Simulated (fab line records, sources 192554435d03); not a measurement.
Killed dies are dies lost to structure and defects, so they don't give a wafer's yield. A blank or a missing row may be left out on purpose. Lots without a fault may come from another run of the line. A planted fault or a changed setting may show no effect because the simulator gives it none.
fab line records | flow n5_finfet
record lots=4 wafers=12 last_day=17
route steps=1938 shown SD_EPI_P@306 SD_ACTIVATION@330 BEOL_M4@1111 PASSIVATION@1936
lots that met no fault: from a run of the same line without faults
start_h: hours from the record's first day to the start of the lot's first wafer shown | wait_h: hours since the lot's step before | " the same as in the row above | L1.1+2: a row that stands for several wafers | - no value, or no start given | * or withheld: withheld | < > ~ a bound
route shown NAME@n: a module of which the file shows steps, and the number in the route of the first | usual: mean/standard deviation of fault-free wafers | same: alike in all rows | chamber/n: place in a boat | sites: the reading at each site | _std_site: their standard deviation | _edge_site: outer sites' mean less inner sites' | radius_mm: how far each site lies from the wafer's centre | mask NAME#n: copy n | behind: the tool/chamber that last shaped the wafer | hold: why the lot was held/for how many hours/how that ended | device: the transistor (n, p or np) that didn't switch | end of line: the same wafers' tests at the end of the route | a step without rows: its recipe alone | killed: dies lost to structure and defects at the first sort, not the wafer's yield | map: a wafer's dies, x killed, . not, _ none there
set.NAME: the setting as run; set.NAME@STEP: as run at that earlier step | model.NAME: the simulator's own value behind a step, which no gauge read
lots at some steps of the route; a table a step, a row a wafer
services: from which hour (start_h, from the record's first day; less than 0 if before it) a tool's chamber was out of use, for how many hours, and why
## steps
# step N5_SD_EPI_P_DESCUM_14
# recipe chemistry=O2 time_s=7.9 source_power_w=50 bias_power_w=20 pressure_mtorr=20 rf_frequency_hz=2.712e+07 temp_c=40 resist=CAR-ArF-block o2_flow_sccm=225
# step N5_SD_EPI_P_ETCH_36
# recipe chemistry=CF4 target=SiARC target_depth_a=455 mask_material=CAR-ArF-block time_s=75.8 ion_energy_ev=80 pressure_mtorr=40 source_w=545 bias_w=36 Ar_flow_sccm=100 cf4_flow_sccm=100 ends=cleared
# step N5_SD_EPI_P_ETCH_37
# recipe chemistry=N2/H2 target=SOC overetch_a=1080 mask_material=SiARC temp_c=40 ion_energy_ev=100 source_w=3000 bias_w=133 pressure_mtorr=20 time_s=486 n2_flow_sccm=200 h2_flow_sccm=200 ends=end_point
# step N5_SD_EPI_P_STRIP_38
# recipe chemistry=N2/H2 temp_c=40 n2_flow_sccm=200 h2_flow_sccm=200 rf_frequency_hz=6e+07
# step N5_SD_EPI_P_ETCHBACK_46
# recipe chemistry=CH3F/O2 mode=anisotropic_etchback target=SiNx target_depth_a=175 stop_on=SiO2 over_etch_frac=0.3 ion_energy_ev=120 pressure_mtorr=30 source_w=395 bias_w=73 Ar_flow_sccm=150 CH3F_flow_sccm=30 O2_flow_sccm=20
# step N5_SD_EPI_P_ETCH_47
# recipe chemistry=CH3F/O2 target=SiOCN target_depth_a=250 mask_material=SOC ion_energy_ev=60 bias_w=29 pressure_mtorr=30 source_w=410 Ar_flow_sccm=150 CH3F_flow_sccm=30 O2_flow_sccm=20
# step N5_SD_EPI_P_ETCH_16
# recipe chemistry=CHF3/O2 target=SiO2 target_depth_a=50 mask_material=SOC pressure_mtorr=30 source_w=650 bias_w=170 Ar_flow_sccm=200 CHF3_flow_sccm=50 O2_flow_sccm=5 ion_energy_ev=200
# step N5_SD_EPI_P_STRIP_50
# recipe chemistry=CHF3/O2 resist=SiARC rf_frequency_hz=6e+07
# step N5_SD_EPI_P_SD_RECESS_17
# recipe chemistry=HBr/Cl2/O2 target_depth_a=391 bt_time_s=3 pressure_mtorr=10 icp_w=800 bias_w=112 HBr_flow_sccm=150 Cl2_flow_sccm=80 O2_flow_sccm=12
# step N5_SD_EPI_P_WET_ETCH_45
# recipe chemistry=dHF dilution=withheld time_s=10.7 target=SiO2 target_depth_a=20 temp_c=25 dry=ipa_marangoni rinse_time_s=30 rinse_temp_c=23
# usual rinse_temp_c=22.99/0.11
# columns lot.wafer tool chamber start_h wait_h rinse_temp_c
L884.3 wet_bench-02 0 108.77 0.1 23.12
L884.4 " 5 " " 23.03
L884.5 " 3 " " 22.94
L885.2 wet_bench-02 6 115.62 0.1 23.02
L885.3 " 5 " " 23.04
L885.6 " 4 " " 22.89
L892.3 wet_bench-05 4 156.38 0.1 22.79
L892.5 " 5 " " 23.15
L892.6 " 3 " " 23.11
L896.1 wet_bench-02 7 183.56 0.1 23.12
L896.4 " 5 " " 22.95
L896.5 " 4 " " 23.01
# step N5_SD_EPI_P_STRIP_40
# recipe chemistry=N2/H2 power_w=1000 temp_c=250 h2_frac=0.65 overash_fraction=0.3 pressure_mtorr=withheld n2_flow_sccm=1750 h2_flow_sccm=3250
# step N5_SD_EPI_P_PRECLEAN_52
# recipe chemistry=O3/DIW time_s=60 temp_c=22 o3_ppm=10
# step N5_SD_EPI_P_SRD_20
# recipe dry=ipa_marangoni do_ppb=5 time_s=30 temp_c=23 rinse_liquid=diw
# step N5_SD_EPI_P_PRECLEAN_51
# recipe chemistry=NF3:NH3 afs_cycles=1 temp_c=30 time_s=20 sublimation_temp_c=180 sublimation_time_s=60 pressure_torr=3 rf_power_w=30
# step N5_SD_EPI_P_VAPOR_ETCH_44
# recipe chemistry=NF3/Ar target=SiGe30 temp_c=25 time_s=3.3 mode=isotropic
# step N5_SD_EPI_P_EPI_21
# recipe material=SiGe:B dopant=B temp_c=550 pressure_torr=20 ambient=H2 time_s=355
# step N5_SD_EPI_P_HM_STRIP_48
# recipe chemistry=H3PO4 temp_c=160 material=SiNx target=SiNx target_depth_a=30 overetch_fraction=0.3
# step N5_SD_EPI_P_SRD_49
# recipe dry=ipa_marangoni time_s=30 temp_c=23 rinse_liquid=diw
# step N5_SD_EPI_P_PRECLEAN_24
# recipe chemistry=O3/DIW time_s=45 temp_c=22 o3_ppm=10
# step N5_SD_EPI_P_PRECLEAN_32
# recipe chemistry=dHF time_s=10 dilution=500:1 temp_c=25
# step N5_SD_EPI_P_PRECLEAN_33
# recipe chemistry=SC2 time_s=45 temp_c=35 mix=1:1:50
# step N5_SD_EPI_P_SRD_25
# recipe time_s=30 temp_c=23 rinse_liquid=diw dry=ipa_marangoni
# step N5_SD_EPI_P_INSPECT_26
# recipe inspect_instrument=darkfield mode=post_epi
# usual raw_defect_count=190/41
# columns lot.wafer tool chamber start_h wait_h raw_defect_count
L884.3 defect_inspect-02 - 111.71 0.0 463
L884.4 " - " " 512
L884.5 " - " " 467
L885.2 defect_inspect-01 - 118.57 0.0 485
L885.3 " - " " 553
L885.6 " - " " 657
L892.3 defect_inspect-01 - 159.32 0.0 211
L892.5 " - " " 188
L892.6 " - " " 166
L896.1 defect_inspect-01 - 187.42 0.0 257
L896.4 " - " " 196
L896.5 " - " " 184
# step N5_SD_ACTIVATION_RTA_00
# recipe temp_c=975 time_s=0 ambient=N2 idle_temp_c=600 ramp_up_c_per_s=150 ramp_down_c_per_s=60 cool_to_c=600
# step N5_BEOL_M4_RC_MEAS_101
# usual DIBL_N=36.4/1.7 DIBL_P=36.4/2.1 IOFF_N=0.16/0.035 IOFF_P=0.21/0.035 ION_N=680/11 ION_P=465/6.8 SS_N=71.5/0.58 SS_P=73.2/0.72 VT_N=249/3.6 VT_P=-250/3.1
# columns lot.wafer tool chamber start_h wait_h DIBL_N[mV/V] DIBL_P[mV/V] IOFF_N[nA/um] IOFF_P[nA/um] ION_N[uA/um] ION_P[uA/um] SS_N[mV/dec] SS_P[mV/dec] VT_N[mV] VT_P[mV]
L884.3 prober-02 0 218.54 0.3 38.2 38.6 0.18 0.22 677 457 72.4 73.4 249 -249
L884.4 " 0 " " 38.6 40.2 0.20 0.25 690 474 72.3 74.0 245 -248
L884.5 " 0 " " 37.3 37.8 0.16 0.21 680 465 71.6 73.6 254 -251
L885.2 prober-01 0 220.90 0.2 36.7 34.2 0.15 0.20 678 458 71.6 73.0 249 -248
L885.3 " 0 " " 37.7 36.1 0.18 0.24 688 474 71.8 73.6 243 -246
L885.6 " 0 " " 36.3 33.6 0.14 0.19 668 459 71.7 72.5 253 -253
L892.3 prober-02 0 273.73 0.3 36.0 37.0 0.15 0.21 673 468 71.5 72.6 249 -248
L892.5 " 0 " " 36.6 38.2 0.16 0.22 677 466 71.3 73.0 250 -249
L892.6 " 0 " " 34.9 35.5 0.12 0.18 669 461 71.4 72.3 255 -250
L896.1 prober-02 0 293.24 0.0 40.7 41.2 0.28 0.30 710 472 72.3 74.5 239 -245
L896.4 " 0 " " 37.0 36.5 0.18 0.22 693 477 71.4 73.0 247 -248
L896.5 " 0 " " 40.4 40.9 0.25 0.29 697 473 71.9 74.7 240 -248
# step N5_PASSIVATION_PROBE_49
# usual defect_limited_yield=91.3/1.4 killed_at_M0_to_M3=36/11 killed_at_M4_up=13/5.2 killed_at_contacts=13/6.5 killed_at_front_end=37/11 killed_at_other=3.6/2.9 killed_dies=103/17 killed_open=68/12 killed_short=33/7.3 sort_bin_4_leakage=0.01/0.039 sort_bin_5_function=5.2/0.91 sort_bin_6_memory=3.2/0.67 sort_n_pass=1077/17 sort_yield_pct=91.3/1.4
# same gross_dies=1180 killed_at_back_side=0 sort_bin_8_speed[%]=0
# columns lot.wafer tool chamber start_h wait_h defect_limited_yield[%] killed_at_M0_to_M3 killed_at_M4_up killed_at_contacts killed_at_front_end killed_at_other killed_dies killed_open killed_short sort_bin_4_leakage[%] sort_bin_5_function[%] sort_bin_6_memory[%] sort_n_pass sort_yield_pct[%]
L884.3 prober-01 - 333.03 0.1 84.2 34 13 6 131 3 187 64 36 0 10.1 4.4 993 84.2
L884.4 prober-01 - 333.08 0.2 83.1 37 19 12 127 5 200 74 32 0 11.4 4.1 980 83.1
L884.5 prober-01 - 333.13 0.2 85.3 34 14 10 105 10 173 69 34 0 9.5 4.1 1007 85.3
L885.2 prober-01 - 341.37 0.1 85.5 30 17 12 104 8 171 65 34 0 9.1 4.2 1009 85.5
L885.3 prober-01 - 341.42 0.1 81.7 28 10 5 164 9 216 63 35 0 10.5 5.0 964 81.7
L885.6 prober-01 - 341.57 0.3 84.5 23 11 3 143 3 183 49 32 0 11.0 3.1 997 84.5
L892.5 prober-01 - 378.48 0.2 93.1 23 11 4 38 6 82 52 30 0 4.2 2.5 1098 93.1
# killed by level:class
L884.3 SD_EPI_P:unspecified=85 BEOL_M2:geometric_particle:open=9 STI_FIN_REVEAL:geometric_particle:open=8 ILD0:geometric_particle:open=8 BEOL_M0_SAQP:geometric_particle:open=7 ILD0:geometric_particle:short=6 BEOL_M0_SAQP:geometric_particle:short=6 STI_FIN_REVEAL:geometric_particle:short=5
L884.4 SD_EPI_P:unspecified=92 FIN_SAQP:geometric_particle:open=14 BEOL_M0_SAQP:geometric_particle:short=12 MOL_CONTACT_COAG:geometric_particle:open=10 BEOL_M0_SAQP:geometric_particle:open=10 BEOL_M5:geometric_particle:open=8 BEOL_M2:geometric_particle:open=8 FIN_SAQP:geometric_particle:short=5
L884.5 SD_EPI_P:unspecified=70 FIN_SAQP:geometric_particle:open=10 MOL_CONTACT_COAG:geometric_particle:open=9 FIN_SAQP:geometric_particle:short=8 BEOL_M0_SAQP:geometric_particle:open=8 BEOL_M3:geometric_particle:open=8 GATE_CUT:geometric_particle:short=7 BEOL_M0_SAQP:geometric_particle:short=6
L885.2 SD_EPI_P:unspecified=72 BEOL_M2:geometric_particle:open=12 STI_FIN_REVEAL:geometric_particle:open=11 MOL_CONTACT_COAG:geometric_particle:open=10 BEOL_M4:geometric_particle:open=7 GATE_CUT:geometric_particle:short=6 BEOL_M0_SAQP:geometric_particle:open=6 PASS1_DEP:geometric_particle:short=5
L885.3 SD_EPI_P:unspecified=110 FIN_SAQP:geometric_particle:open=14 BEOL_M2:geometric_particle:open=11 FIN_SAQP:geometric_particle:short=9 HKMG_FIN:area_etch=8 STI_FIN_REVEAL:geometric_particle:open=5 PASS1_DEP:geometric_particle:short=5 MOL_CONTACT_COAG:geometric_particle:open=4
L885.6 SD_EPI_P:unspecified=101 STI_FIN_REVEAL:geometric_particle:open=15 BEOL_M0_SAQP:geometric_particle:short=6 FIN_SAQP:geometric_particle:open=5 BEOL_M2:geometric_particle:open=5 BEOL_M4:geometric_particle:open=4 FIN_SAQP:geometric_particle:short=3 STI_FIN_REVEAL:geometric_particle:short=3
L892.5 FIN_SAQP:geometric_particle:short=10 BEOL_M0_SAQP:geometric_particle:open=6 DUMMY_GATE:geometric_particle:open=5 BEOL_M0_SAQP:geometric_particle:short=5 BEOL_M1:geometric_particle:open=5 ILD0:geometric_particle:short=4 ILD0:geometric_particle:open=4 MOL_CONTACT_COAG:geometric_particle:open=4
# map L884.4 (x killed, . not)
_________________............________________
______________...x........x....._____________
___________x............x.x..x..xx.__________
__________.x....x..................._________
________xxx................x.........._______
_______..............x.....x.......x...______
______.................x................_____
_____..........x..x..............xx......____
____x..x..........................x.......___
___.x.................x....................__
___...x.....x..x.......x..........x........__
__...............xx........x................_
__.......x..x....x...............x.........._
_..x...x.x.........x.........................
_..x......x......x..x.......................x
_...........x...............x................
_x........x.x................................
_...........x...x.x.......x.......x.x......x.
_......................x..x..................
_.....xx..x...x..x...x.x.xx..x.......x.......
_................xx.xxxxxxxxxx......x......x.
__.........x......xxxxxxxxxxx...x...x......x_
__..x..x.......x...x.xxxxxxxxx...........x.._
___.......x.x...x..xxxxxxxxxxx............x__
___.....x.x......xxxxxxxxxxxxxx...x........__
____...x.......x....xxxxxxxxx.............___
_____.......x.....xxxxxxxxxxx.x.x.....x..____
______..........x.....xx.xx..x.xx......._____
_______..........xx.xx..x.x....x.......______
________...............x.............._______
__________x...x......x.............._________
___________..x......x.x.x........x.__________
______________.................._____________
_________________.........x.x________________
# map L885.3 (x killed, . not)
_________________............________________
______________.xx.............x._____________
___________.x...x.x..x...x......x..__________
__________xx...x.x...............x.._________
________.............x..............x._______
_______x...............................______
______...............x......x....x.xx..._____
_____x.................x.....x..x.xx.....____
____...x........x......x..x..........x....___
___.........x..............x...............__
___........x............x.x........x.......__
__.x.......................................x_
__.................x.x....x............xx..._
_.......x.................x............x..x..
_xx..........x......x.x............x..x......
_..x............x.xx.........x..............x
_.....x.......x.......x....x.................
_................x......x.......x..........x.
_.......x..x...........xxx..xx...............
_...x................xxx..xxxx.......x.......
_.xx....x..........xx.xxxxxx.................
__...x..........x.xxxxxxxxx.x..............._
__......x..xx...x..xxxxxxxxxxxxx..xx.x......_
___.............x.xxxxxxxxxxxx.x....x......__
___.x.............xxxxxxxxxxxxx............__
____...x.........xxx.xxxxxxxxxx.......x...___
_____..........x..xx.xxxxxxxxx.x......x..____
______.............x..xxxxxxx..........._____
_______.............x.xxxxxxx.....x...x______
________.......x.....xx..x..x........._______
__________................x........._________
___________..xx........x.x.........__________
______________.................._____________
_________________............________________
## services
# columns tool chamber start_h hours kind
wet_bench-05 - 123.78 0.8 repair
## key
first_sign step=N5_SD_EPI_P_INSPECT_26 reading=raw_defect_count direction=up sigmas=8.1 usual=190 struck=523
effect step=N5_PASSIVATION_PROBE_49 reading=killed_at_front_end direction=up sigmas=8.2 usual=37 struck=129
more_kills_born_at N5_SD_EPI_P_WET_ETCH_45@wet_bench-02=530
met_at N5_SD_EPI_P_WET_ETCH_45
struck_wafers L884.3,L884.4,L884.5,L885.2,L885.3,L885.6
fault kind=chamber_particle_source tool=wet_bench-02 chamber=- onset_h=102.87 steps=N5_SD_EPI_P_WET_ETCH_45 rate_per_visit_cm2=0.47727 end_h=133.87
